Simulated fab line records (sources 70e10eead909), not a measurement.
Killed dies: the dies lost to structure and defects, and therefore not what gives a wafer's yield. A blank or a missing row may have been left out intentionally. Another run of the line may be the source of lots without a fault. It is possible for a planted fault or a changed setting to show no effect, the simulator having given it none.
A struck lot beside a sound one | flow nandHarc | 20 steps out of a route of 1302
Sound: the wafers L843.2, L843.3, L843.5. The struck wafers were L856.1, L856.5, L856.6. The cause comes at the end.
At each step with rows: each side's tool, then ch and its chambers, then its first start. Under that, the readings that differ: sound wafers | struck wafers | difference of the means | sigmas: that difference in standard deviations of wafers without a fault.
alike: words and numbers the same on both sides, and readings whose means are apart by under 2 such deviations; not compared: readings that were withheld, readings missing a value for some wafer, numbers with overlapping values and no deviation given by the record, and bounds like >300 which may hide the same value.
The two part at a step that has a row with sigmas, a row that says differs or no value, or rows on one side only. Non-overlapping numbers with no deviation appear without sigmas and do not part them. A reading that every wafer of one side lacks parts them only if that side has two wafers or more.

NHARC_P_ZERO_WELL_CD_MEAS_11 targets a cd of 500 nm.
  sound on cdSem-01 ch 0, day 4 19:14; struck on cdSem-03 ch 0, day 10 05:14
  alike: cdNm
then, 1 step without rows for these wafers: NHARC_P_ZERO_WELL_HARDBAKE_12 (time 65 s).
NHARC_P_ZERO_WELL_DESCUM_13: chemistry O2, time 3 s.
  sound on rieDiel-03 ch 0,1, day 4 19:24; struck on rieDiel-13 ch 0,3, day 10 05:25
  alike: drypumpMotorCurrentA, oesProductAu, rfVppV, showerheadPlenumPTorr, throttleValvePct
  not compared: rfHoursCounterH
NHARC_P_ZERO_WELL_ETCH_65: etches the open film in N2/H2, target depth 80 nm, overetch 24 nm, time 87.88 s.
  sound on rieDiel-03 ch 0,1,3, day 4 19:31; struck on rieDiel-13 ch 0,1,3, day 10 05:31
  alike: drypumpMotorCurrentA, oesProductAu, rfVppV, showerheadPlenumPTorr, throttleValvePct
  not compared: rfHoursCounterH
NHARC_P_ZERO_WELL_ETCH_62: etches the open film in CHF3/Ar, target depth 13 nm, time 6.5 s.
  sound: rieDiel-03 ch 0,1,3; struck: rieDiel-13 ch 0,1,3
  alike: drypumpMotorCurrentA, oesProductAu, rfVppV, showerheadPlenumPTorr, throttleValvePct
  not compared: rfHoursCounterH
NHARC_P_ZERO_WELL_ETCH_63: etches the open film in HBr/Cl2, target depth 120 nm, time 40.1 s.
  sound on rieSi-01 ch 1,2,3, day 4 20:04; struck on rieSi-04 ch 0,1, day 10 05:40
  alike: drypumpMotorCurrentA, oesProductAu, throttleValvePct
  not compared: rfHoursCounterH
then, 6 steps without rows for these wafers: NHARC_P_ZERO_WELL_STRIP_15 (strips in SPM, time 900 s); NHARC_P_ZERO_WELL_DEHYDRATE_16 (time 120 s); NHARC_P_ZERO_WELL_HMDS_17 (time 30 s); NHARC_P_ZERO_WELL_COAT_18; NHARC_P_ZERO_WELL_SOFTBAKE_19 (time 95 s); NHARC_P_ZERO_WELL_EBR_20.
NHARC_P_ZERO_WELL_EXPOSE_21: exposes mask P NWELL, target cd 720 nm.
  sound on krfScanner-02 ch 0, day 4 20:43; struck on krfScanner-02 ch 0, day 10 06:29
reading           | sound                | struck               | difference | sigmas
exposureDoseMJCm2 | 22.289 22.330 22.308 | 29.370 29.314 29.317 | +7.025     | +99 or more
  alike: mask
then, 2 steps without rows for these wafers: NHARC_P_ZERO_WELL_PEB_22 (peb time 85 s); NHARC_P_ZERO_WELL_DEVELOP_23 (time 70 s).
NHARC_P_ZERO_WELL_CD_MEAS_24 targets a cd of 720 nm.
  sound on cdSem-03 ch 0, day 4 20:53; struck on cdSem-03 ch 0, day 10 06:39
reading   | sound             | struck            | difference | sigmas
cdNm (nm) | 722.1 722.7 721.3 | 765.1 768.3 764.0 | +43.8      | +23
then, 1 step without rows for these wafers: NHARC_P_ZERO_WELL_HARDBAKE_25 (time 80 s).
NHARC_P_ZERO_WELL_DESCUM_26: chemistry O2, time 3 s.
  sound on rieDiel-11 ch 0,1,3, day 4 21:03; struck on rieDiel-03 ch 1,2,3, day 10 06:50
reading                     | sound           | struck            | difference | sigmas
model.P_ZERO_WELL.cdNm (nm) | 721.6 723 721.6 | 765.7 768.4 763.4 | +43.8      | 
  alike: drypumpMotorCurrentA, oesProductAu, rfVppV, showerheadPlenumPTorr, throttleValvePct
  not compared: rfHoursCounterH
then, 1 step without rows for these wafers: NHARC_P_ZERO_WELL_IMPLANT_27.
-- jump in the record: it breaks off in module P_ZERO_WELL and resumes in module END (first step shown: number 1302 of the route), and 23 days separate the struck wafers' starts before and after --
NHARC_END_SORT_01:
  sound on prober-02 ch 0, day 27 12:32; struck on prober-01 ch 0, day 33 02:23
reading       | sound | struck | difference | sigmas
killedAtOther | 0 0 0 | 7 1 4  | +4         | +3
  alike: killedAtArray, killedAtPeriphery, killedDies, killedOpen, killedShort

== WHERE THEY PART ==
Last at NHARC_END_SORT_01 as far as this record goes, first at NHARC_P_ZERO_WELL_EXPOSE_21.

WHY: the cause the simulator had injected
Drift in process parameters on krfScanner-02 at NHARC_P_ZERO_WELL_EXPOSE_21, starting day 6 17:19. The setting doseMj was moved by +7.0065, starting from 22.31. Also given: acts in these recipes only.
